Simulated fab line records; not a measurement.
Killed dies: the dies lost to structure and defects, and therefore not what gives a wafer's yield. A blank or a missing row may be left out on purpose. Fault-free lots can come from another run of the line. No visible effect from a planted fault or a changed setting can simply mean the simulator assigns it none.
A lot that was struck, set against a sound lot | flow n5 finfet | 30 steps out of a route of 1938
Sound: the wafers L930.1, L930.4, L930.5. Struck: wafer L944.2 (L944.3, L944.4, from the same lot, were not struck and are left out); the cause is given at the end.
At each step with rows: each side's tool, then ch and its chambers, then its first start. Under that, the readings that differ: sound wafers | struck wafers | difference of the means | sigmas: that difference in standard deviations of wafers without a fault.
alike: a reading whose means differ by less than 2 such deviations, as well as words and numbers matching on both sides. not compared: withheld readings; readings where some wafer has no value; bounds like >300 that might hide an equal value; numbers whose values overlap and for which the record gives no deviation.
Wherever a step has rows on one side only, a row that says differs or no value, or a row with sigmas, the two part there. Numbers that have no deviation but don't overlap get no sigmas and don't part them. Lack of a reading on every wafer of one side parts them only where that side has two or more wafers.

first, 5 steps without rows for these wafers: N5_BEOL_M6_EBR_07; N5_BEOL_M6_SOFTBAKE_06 (time 60 s); N5_BEOL_M6_EXPOSE_08 (exposes mask M6); N5_BEOL_M6_PEB_09 (peb time 60 s); N5_BEOL_M6_DEVELOP_10 (develop time 30 s).
N5_BEOL_M6_CD_MEAS_11 targets a cd of 38.5 nm.
  sound on cd sem-02 ch 0, day 10 09:09; struck on cd sem-02 ch 0, day 14 11:11
  alike: cd nm
N5_BEOL_M6_OVL_MEAS_12:
  sound on overlay-02 ch 0, day 10 09:11; struck on overlay-02 ch 0, day 14 11:13
  reading     | sound       | struck | difference | sigmas
  M6_OVL (nm) | 1.4 1.1 0.8 | -0.8   | -1.9       | -2
N5_BEOL_M6_INSPECT_13: inspects for defects (brightfield).
  sound: defect inspect-02 at day 10 09:13; struck: defect inspect-01 at day 14 11:14
  alike: raw defect count
N5_BEOL_M6_DESCUM_16: chemistry O2, time 7.9 s.
  sound on rie diel-01 ch 0,1,3, day 10 09:17; struck on rie diel-03 ch 1, day 14 11:16
  alike: drypump motor current A, oes product au, rf vpp V, showerhead plenum p Torr, throttle valve pct
  not compared: rf hours counter h
N5_BEOL_M6_ETCH_61: etches SiARC in CF4, target depth 45.5 nm, time 75.8 s.
  sound on rie diel-01 ch 0,1,3, day 10 09:19; struck on rie diel-03 ch 1, day 14 11:19
  reading               | sound             | struck | difference | sigmas
  etch rf on time s (s) | 75.9 76.8 79.8    | 72.0   | -5.5       | -2
  rf vpp V (V)          | 184.2 185.8 185.0 | 182.3  | -2.7       | -2
  alike: drypump motor current A, oes product au, showerhead plenum p Torr, throttle valve pct
  not compared: rf hours counter h
N5_BEOL_M6_ETCH_62: etches SOC in N2/H2, target depth 110 nm, overetch 22 nm, time 165 s.
  sound on rie diel-01 ch 0,1,3, day 10 09:22; struck on rie diel-03 ch 1, day 14 11:22
  alike: drypump motor current A, oes product au, rf vpp V, showerhead plenum p Torr, throttle valve pct
  not compared: rf hours counter h
then, 1 step without rows for these wafers: N5_BEOL_M6_STRIP_68 (strips in N2/H2).
N5_BEOL_M6_STRIP_67: strips in CF4.
  sound on rie diel-01 ch 0,1,3, day 10 09:31; struck on rie diel-03 ch 1, day 14 11:31
  alike: drypump motor current A, oes product au, rf vpp V, showerhead plenum p Torr, throttle valve pct
  not compared: rf hours counter h
N5_BEOL_M6_HM_OPEN_17: chemistry Cl2/BCl3, target TiN, target depth 20 nm, overetch 6 nm.
  sound on rie metal-01 ch 0,1, day 10 09:34; struck on rie metal-03 ch 1, day 14 11:33
  alike: drypump motor current A, oes product au, throttle valve pct
  not compared: rf hours counter h
N5_BEOL_M6_STRIP_19: strips in O2.
  sound on rie diel-03 ch 0,3, day 10 09:43; struck on rie diel-05 ch 0, day 14 11:40
  alike: drypump motor current A, oes product au, rf vpp V, showerhead plenum p Torr, throttle valve pct
  not compared: rf hours counter h
N5_BEOL_M6_CD_MEAS_18: pitch 80 nm, target cd 40 nm.
  sound: cd sem-01 at day 10 09:47; struck: cd sem-02 at day 14 11:44
  alike: cd nm
then, 9 steps without rows for these wafers: N5_BEOL_M6_COAT_63 (time 60 s, resist thk 60 nm); N5_BEOL_M6_COAT_64 (time 60 s, resist thk 12 nm); N5_BEOL_M6_COAT_71 (time 60 s, resist thk 5 nm); N5_BEOL_M6_COAT_22 (resist thk 30 nm); N5_BEOL_M6_EBR_24; N5_BEOL_M6_SOFTBAKE_23 (time 60 s); N5_BEOL_M6_EXPOSE_25 (exposes mask V5, target cd 40 nm); N5_BEOL_M6_PEB_26 (peb time 60 s); N5_BEOL_M6_DEVELOP_27 (develop time 30 s).
N5_BEOL_M6_CD_MEAS_28 targets a cd of 40 nm.
  sound on cd sem-03 ch 0, day 10 10:06; struck on cd sem-02 ch 0, day 14 12:31
  reading    | sound             | struck | difference | sigmas
  cd nm (nm) | 39.43 39.79 39.61 | 40.11  | +0.50      | +2
N5_BEOL_M6_OVL_MEAS_29:
  sound on overlay-02 ch 0, day 10 10:08; struck on overlay-01 ch 0, day 14 12:33
  reading     | sound          | struck | difference | sigmas
  V5_OVL (nm) | -0.5 -1.4 -0.2 | 1.0    | +1.7       | +2
N5_BEOL_M6_INSPECT_30: inspects for defects (brightfield).
  sound: defect inspect-02 at day 10 10:11; struck: defect inspect-01 at day 14 12:36
  reading          | sound        | struck | difference | sigmas
  raw defect count | 703 1007 600 | 1786   | +1016      | +10
then, 1 step without rows for these wafers: N5_BEOL_M6_DESCUM_33 (chemistry O2, time 7 s).
-- the record jumps here: 4 days lie between the struck wafers' starts before and after (it left off in module BEOL_M6 and takes up again in module PASSIVATION, whose first step shown is number 1936 of the route) --
N5_PASSIVATION_PROBE_49:
  sound: prober-01 at day 14 08:20; struck: prober-02 at day 18 07:52
  reading                  | sound          | struck | difference | sigmas
  defect limited yield (%) | 92.5 92.7 93.0 | 85.6   | -7.1       | -5
  killed_at_M4_up          | 14 8 20        | 95     | +81        | +17
  killed dies              | 88 86 83       | 170    | +84        | +6
  killed on rim            | 10 10 11       | 29     | +19        | +4
  sort_bin_5_function (%)  | 4.1 4.2 4.5    | 8.7    | +4.4       | +5
  sort n pass              | 1092 1094 1097 | 1010   | -84        | -5
  sort yield pct (%)       | 92.5 92.7 93.0 | 85.6   | -7.1       | -5
  alike: killed_at_M0_to_M3, killed at contacts, killed at front end, killed at other, killed open, killed short, sort_bin_6_memory

WHERE THEY PART
First at N5_BEOL_M6_OVL_MEAS_12; last, within this record, at N5_PASSIVATION_PROBE_49.

WHY: whatever the simulator had introduced
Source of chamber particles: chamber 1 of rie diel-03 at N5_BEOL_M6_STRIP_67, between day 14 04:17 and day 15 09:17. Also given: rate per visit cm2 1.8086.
